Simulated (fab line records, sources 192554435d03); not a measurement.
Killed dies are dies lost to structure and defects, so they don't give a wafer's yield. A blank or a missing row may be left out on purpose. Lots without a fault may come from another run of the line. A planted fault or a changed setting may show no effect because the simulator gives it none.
A struck lot beside a sound one | flow n5_finfet | 16 steps out of a route of 1938
Sound: wafers L406.4, L406.5, L406.6. Struck: wafer L393.4. (L393.1, L393.6 of the same lot were not struck and are left out.) The cause comes at the end.
At each step with rows: each side's tool, then ch and its chambers, then its first start. Under that, the readings that differ: sound wafers | struck wafers | difference of the means | sigmas: that difference in standard deviations of wafers without a fault.
alike: readings whose means differ by less than 2 such deviations, and words and numbers that are the same on both sides. not compared: withheld readings, readings that some wafer has no value for, bounds like >300 that may hide the same value, and numbers for which the record gives no deviation and whose values overlap.
The two part at a step that has a row with sigmas, a row that says differs or no value, or rows on one side only. Numbers that don't overlap but have no deviation are shown without sigmas and don't part them. A reading that every wafer of one side lacks parts them only if that side has two wafers or more.

first, 9 steps without rows for these wafers: N5_MOL_CONTACT_COAG_DEVELOP_39 (develop time 30 s); N5_MOL_CONTACT_COAG_DESCUM_45 (chemistry O2, time 7 s); N5_MOL_CONTACT_COAG_ETCH_65 (etches underlayer in N2/H2, target depth 13 nm, time 10.4 s); N5_MOL_CONTACT_COAG_ETCH_66 (etches SiARC in CF4, target depth 13 nm, time 21.7 s); N5_MOL_CONTACT_COAG_ALD_133 (deposits SiO2, target thk 5 nm, pulse time 1 s, co reactant pulse time 1 s); N5_MOL_CONTACT_COAG_ETCHBACK_134 (etches SiO2 in CHF3, target depth 10 nm, time 6.7 s); N5_MOL_CONTACT_COAG_ETCH_67 (etches SOC in N2/H2, target depth 60 nm, overetch 21 nm, time 101.2 s); N5_MOL_CONTACT_COAG_STRIP_68 (strips in N2/H2); N5_MOL_CONTACT_COAG_STRIP_69 (strips in N2/H2).
N5_MOL_CONTACT_COAG_ETCHBACK_136: etches SiO2 in CHF3, target depth 25 nm, time 16.7 s.
  sound on rie_diel-05 ch 1,2, day 10 09:52; struck on rie_diel-05 ch 1, day 6 23:07
  reading                                           | sound          | struck | difference | sigmas
  oes_product_au (a.u.)                             | 0.88 0.81 0.87 | 1.22   | +0.37      | +4
  model.SOC_of_MOL_CONTACT_COAG_COAT_62.thk_nm (nm) | 57.6 57.4 57.4 | 56.2   | -1.3       |
  alike: CHF3_flow_sccm, drypump_motor_current_A, oes_f_703_au, rf_fwd_power_W, rf_vpp_V, showerhead_plenum_p_Torr, throttle_valve_pct
  not compared: rf_hours_counter_h
then, 1 step without rows for these wafers: N5_MOL_CONTACT_COAG_STRIP_120 (strips in CHF3).
N5_MOL_CONTACT_COAG_VIA_ETCH_117: etches SiO2 in C4F6/O2, target depth 40 nm, overetch 8 nm, time 26 s.
  sound on rie_diel-05 ch 1,2, day 10 09:53; struck on rie_diel-05 ch 1, day 6 23:09
  reading                                      | sound             | struck | difference | sigmas
  model.etch.depth_nm (nm)                     | 40.44 40.17 40.56 | 30.35  | -10.04     |
  model.MOL_CONTACT_COAG.feature_depth_nm (nm) | 40.4 40.2 40.6    | 30.4   | -10.0      |
  alike: drypump_motor_current_A, oes_f_703_au, oes_o_777_au, oes_product_au, rf_fwd_power_W, rf_vpp_V, showerhead_plenum_p_Torr, throttle_valve_pct
  not compared: rf_hours_counter_h
then, 1 step without rows for these wafers: N5_MOL_CONTACT_COAG_ETCH_124 (etches SiNx in CH3F/O2, stops on SiOC, target depth 6.5 nm).
N5_MOL_CONTACT_COAG_ETCH_48: etches SiOC in C4F6/O2, target depth 15 nm, overetch 4.5 nm, time 17 s.
  sound on rie_diel-05 ch 1,2, day 10 09:58; struck on rie_diel-05 ch 1, day 6 23:13
  reading                                           | sound        | struck | difference | sigmas
  model.SOC_of_MOL_CONTACT_COAG_COAT_62.thk_nm (nm) | 46.4 46 46.2 | 44.8   | -1.4       |
  alike: drypump_motor_current_A, oes_f_703_au, oes_o_777_au, oes_product_au, rf_fwd_power_W, rf_vpp_V, showerhead_plenum_p_Torr, throttle_valve_pct
  not compared: rf_hours_counter_h
then, 1 step without rows for these wafers: N5_MOL_CONTACT_COAG_STRIP_72 (strips in N2/H2).
-- the record jumps here: 9 days lie between the struck wafers' starts before and after (it left off in module MOL_CONTACT_COAG and takes up again in module PASSIVATION, whose first step shown is number 1936 of the route) --
N5_PASSIVATION_PROBE_49:
  the record has rows for the struck wafers here (prober-02, day 15 13:19) and none for the sound ones

WHERE THEY PART
First at N5_MOL_CONTACT_COAG_ETCHBACK_136; last, within this record, at N5_PASSIVATION_PROBE_49.

WHY: what the simulator had put in
Process parameter drift: rie_diel-05, from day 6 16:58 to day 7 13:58, at N5_MOL_CONTACT_COAG_ETCHBACK_136. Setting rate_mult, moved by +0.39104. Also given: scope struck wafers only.
